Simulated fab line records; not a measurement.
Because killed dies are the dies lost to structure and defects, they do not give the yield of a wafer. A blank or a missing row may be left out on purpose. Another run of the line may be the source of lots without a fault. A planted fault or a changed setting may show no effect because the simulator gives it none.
Matching of chambers / flow nand harc / 4 sister chambers for NHARC_A_STAIRCASE_TRIM_196 on rie diel-11
The step chemistry O2, time 211.2 s. 20 wafers are shown with their chamber, then 10 later ones without.

== WAFERS, EACH WITH ITS CHAMBER ==
wafer=L077.1; chamber=2; showerhead plenum p Torr (Torr)=3.32; drypump motor current A (A)=5.9; oes product au (a.u.)=0.986
wafer=L077.4; chamber=3; showerhead plenum p Torr (Torr)=3.60; drypump motor current A (A)=5.3; oes product au (a.u.)=0.997
wafer=L077.6; chamber=3; showerhead plenum p Torr (Torr)=3.60; drypump motor current A (A)=5.3; oes product au (a.u.)=0.993
wafer=L082.1; chamber=3; showerhead plenum p Torr (Torr)=3.59; drypump motor current A (A)=5.3; oes product au (a.u.)=0.988
wafer=L082.2; chamber=1; showerhead plenum p Torr (Torr)=3.64; drypump motor current A (A)=5.8; oes product au (a.u.)=1.001
wafer=L082.5; chamber=0; showerhead plenum p Torr (Torr)=3.79; drypump motor current A (A)=6.1; oes product au (a.u.)=1.002
wafer=L081.2; chamber=0; showerhead plenum p Torr (Torr)=3.79; drypump motor current A (A)=6.1; oes product au (a.u.)=1.010
wafer=L081.3; chamber=1; showerhead plenum p Torr (Torr)=3.64; drypump motor current A (A)=5.8; oes product au (a.u.)=1.016
wafer=L081.6; chamber=2; showerhead plenum p Torr (Torr)=3.31; drypump motor current A (A)=5.9; oes product au (a.u.)=0.990
wafer=L086.1; chamber=2; showerhead plenum p Torr (Torr)=3.31; drypump motor current A (A)=5.9; oes product au (a.u.)=0.978
wafer=L086.3; chamber=0; showerhead plenum p Torr (Torr)=3.78; drypump motor current A (A)=6.1; oes product au (a.u.)=1.004
wafer=L086.5; chamber=2; showerhead plenum p Torr (Torr)=3.31; drypump motor current A (A)=5.9; oes product au (a.u.)=0.974
wafer=L088.1; chamber=0; showerhead plenum p Torr (Torr)=3.78; drypump motor current A (A)=6.1; oes product au (a.u.)=0.998
wafer=L088.2; chamber=2; showerhead plenum p Torr (Torr)=3.31; drypump motor current A (A)=5.9; oes product au (a.u.)=0.969
wafer=L088.4; chamber=3; showerhead plenum p Torr (Torr)=3.59; drypump motor current A (A)=5.3; oes product au (a.u.)=0.995
wafer=L090.1; chamber=1; showerhead plenum p Torr (Torr)=3.63; drypump motor current A (A)=5.9; oes product au (a.u.)=0.999
wafer=L090.2; chamber=0; showerhead plenum p Torr (Torr)=3.78; drypump motor current A (A)=6.1; oes product au (a.u.)=0.999
wafer=L090.6; chamber=1; showerhead plenum p Torr (Torr)=3.63; drypump motor current A (A)=5.8; oes product au (a.u.)=0.995
wafer=L091.4; chamber=0; showerhead plenum p Torr (Torr)=3.78; drypump motor current A (A)=6.0; oes product au (a.u.)=0.991
wafer=L091.5; chamber=1; showerhead plenum p Torr (Torr)=3.63; drypump motor current A (A)=5.8; oes product au (a.u.)=0.998

SIGNATURES (averages over the wafers above)
reading=showerhead plenum p Torr; chamber 0=3.7833; chamber 1=3.6340; chamber 2=3.3120; chamber 3=3.5950; scatter within a chamber=0.0052
reading=drypump motor current A; chamber 0=6.083; chamber 1=5.820; chamber 2=5.900; chamber 3=5.300; scatter within a chamber=0.032
reading=oes product au; chamber 0=1.00067; chamber 1=1.00180; chamber 2=0.97940; chamber 3=0.99325; scatter within a chamber=0.00713
Rule: for a wafer and a chamber, the distance is found by dividing, reading by reading, the gap between the wafer's reading and the chamber's mean by the reading's scatter, squaring, summing and taking the root. The wafer belongs to the nearest chamber; if the next one is less than 2 further off, it can't be placed. The scatter: take each reading less its chamber's mean, square it, sum over the shown wafers, divide by the number of wafers less the number of chambers, and take the root.

== WAFERS WITH NO CHAMBER GIVEN ==
wafer=L091.6; showerhead plenum p Torr (Torr)=3.31; drypump motor current A (A)=5.9; oes product au (a.u.)=0.968
wafer=L092.1; showerhead plenum p Torr (Torr)=3.63; drypump motor current A (A)=5.9; oes product au (a.u.)=0.999
wafer=L092.2; showerhead plenum p Torr (Torr)=3.31; drypump motor current A (A)=5.9; oes product au (a.u.)=0.978
wafer=L092.6; showerhead plenum p Torr (Torr)=3.58; drypump motor current A (A)=5.3; oes product au (a.u.)=0.996
wafer=L094.1; showerhead plenum p Torr (Torr)=3.30; drypump motor current A (A)=5.9; oes product au (a.u.)=0.976
wafer=L094.3; showerhead plenum p Torr (Torr)=3.58; drypump motor current A (A)=5.4; oes product au (a.u.)=0.990
wafer=L094.6; showerhead plenum p Torr (Torr)=3.58; drypump motor current A (A)=5.3; oes product au (a.u.)=0.991
wafer=L097.1; showerhead plenum p Torr (Torr)=3.58; drypump motor current A (A)=5.3; oes product au (a.u.)=0.985
wafer=L097.2; showerhead plenum p Torr (Torr)=3.63; drypump motor current A (A)=5.9; oes product au (a.u.)=0.999
wafer=L097.6; showerhead plenum p Torr (Torr)=3.30; drypump motor current A (A)=5.9; oes product au (a.u.)=0.991

== THE CHAMBER EACH PASSED THROUGH ==
wafer=L091.6; from the rows above=2; in truth=2
wafer=L092.1; from the rows above=1; in truth=1
wafer=L092.2; from the rows above=2; in truth=2
wafer=L092.6; from the rows above=3; in truth=3
wafer=L094.1; from the rows above=2; in truth=2
wafer=L094.3; from the rows above=3; in truth=3
wafer=L094.6; from the rows above=3; in truth=3
wafer=L097.1; from the rows above=3; in truth=3
wafer=L097.2; from the rows above=1; in truth=1
wafer=L097.6; from the rows above=2; in truth=2
Placed correctly: 10 of 10. Number that these rows cannot place: 0. 0 placed wrongly.
